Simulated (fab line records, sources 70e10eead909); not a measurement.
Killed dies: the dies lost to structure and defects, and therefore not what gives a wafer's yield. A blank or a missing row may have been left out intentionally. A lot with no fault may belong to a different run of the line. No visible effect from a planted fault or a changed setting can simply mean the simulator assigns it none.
A single fault, viewed from 3 desks -- flow nandHarc -- numbers are kept per desk, each desk with only its own; the story behind them comes last

AT THE METROLOGY DESK
What the gauges read, lot by lot, whatever tool the lot ran on: means of the sampled wafers that have a number. A lot is out of limits, marked OUT, if its mean lies more than 4 standard deviations from the usual mean; the brackets give that distance.
Columns: A = overlayXNm at NHARC_A_M1_OVL_MEAS_10, usual 0.0 nm; B = overlayYNm at NHARC_A_M1_OVL_MEAS_10, usual 0.2 nm
lot,first seen here,A,B
L981,day 22 13:18,-0.7,-1.4
L982,day 23 01:40,0.1,-1.0
L983,day 23 10:51,-0.2,-0.6
L986,day 24 18:42,-1.2,1.0
L988,day 25 13:50,-0.8,1.8
L989,day 26 07:11,1.6,0.6
L990,day 27 07:42,1.5,-1.2
L994,day 27 15:43,0.6,-0.5
L993,day 27 17:55,1.3,0.6
L996,day 28 10:52,-0.1,-0.9
L997,day 29 11:02,-0.8,1.4
L998,day 29 12:24,0.9,0.8
L100,day 30 18:17,-0.2,-1.6
L104,day 32 03:32,-1.5,0.3
This desk found nothing out of limits on any of the 14 lots.

DESK OF THE TOOL OWNER: cmp-02
The tool's own readings at NHARC_A_M1_CMP_23 (polishes, t overpolish 20 s, target thk 154.34 nm): means of the sampled wafers that have a number, for each lot that ran on this tool. A lot is out of limits, marked OUT, if its mean lies more than 4 standard deviations from the usual mean; the brackets give that distance.
Columns: A = edgeZonePressureFrac at NHARC_A_M1_CMP_23, usual 1.000; B = motorCurrentA at NHARC_A_M1_CMP_23, usual 12.3 A; C = timeToEndpointS at NHARC_A_M1_CMP_23, usual 29 s
lot,first seen here,A,B,C
L981,day 22 15:32,1.001,12.2,31
L982,day 23 03:55,1.002,12.7,26
L986,day 24 20:58,1.004,12.2,29
L989,day 26 09:23,1.001,11.9,28
L996,day 28 13:05,0.999,12.6,29
L997,day 29 13:19,1.002,10.7,35
L998,day 29 14:40,1.000,12.9,33
L104,day 32 05:48,1.006,12.4,27
This desk found nothing out of limits on any of the 8 lots.

THE DEFECT DESK
For each lot, the counts of the inspections along the route, averaged over the sampled wafers that have a number. A lot is out of limits, marked OUT, if its mean lies more than 4 standard deviations from the usual mean; the brackets give that distance.
Columns: A = rawDefectCount at NHARC_A_M1_INSPECT_27, usual 526
lot,first seen here,A
L981,day 22 15:59,508
L982,day 23 04:20,553
L983,day 23 13:32,448
L986,day 24 21:26,529
L988,day 25 16:38,427
L989,day 26 09:51,477
L990,day 27 10:28,659
L994,day 27 18:30,582
L993,day 27 20:37,438
L996,day 28 13:32,579
L997,day 29 13:42,2418 (+17) OUT
L998,day 29 15:05,2898 (+22) OUT
L100,day 30 20:58,440
L104,day 32 06:16,478
This desk finds L997, L998 out of limits, L997 being first, at day 29 13:42 (rawDefectCount at NHARC_A_M1_INSPECT_27). L981, L982, L983, L986, L988, L989, L990, L994, L993, L996, L100, L104 stayed within limits.

BROUGHT TOGETHER
The defect desk could have raised an alarm at day 29 13:42, on L997, L998.
At the metrology desk, nothing out of limits was observed.
The tool owner's desk saw nothing out of limits.
The metrology desk has L997, L998 on record, within its limits.
On record at the tool owner's desk: L997, L998, within its limits.
Every lot named ran NHARC_A_M1_CMP_23 on cmp-02.

WHAT THE SIMULATOR HAD PUT IN
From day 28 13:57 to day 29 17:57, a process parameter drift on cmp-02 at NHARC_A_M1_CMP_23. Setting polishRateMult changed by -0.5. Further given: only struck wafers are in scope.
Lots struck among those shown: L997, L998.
Hours from the fault's start to each desk's first reading out of limits: the defect desk, 24.
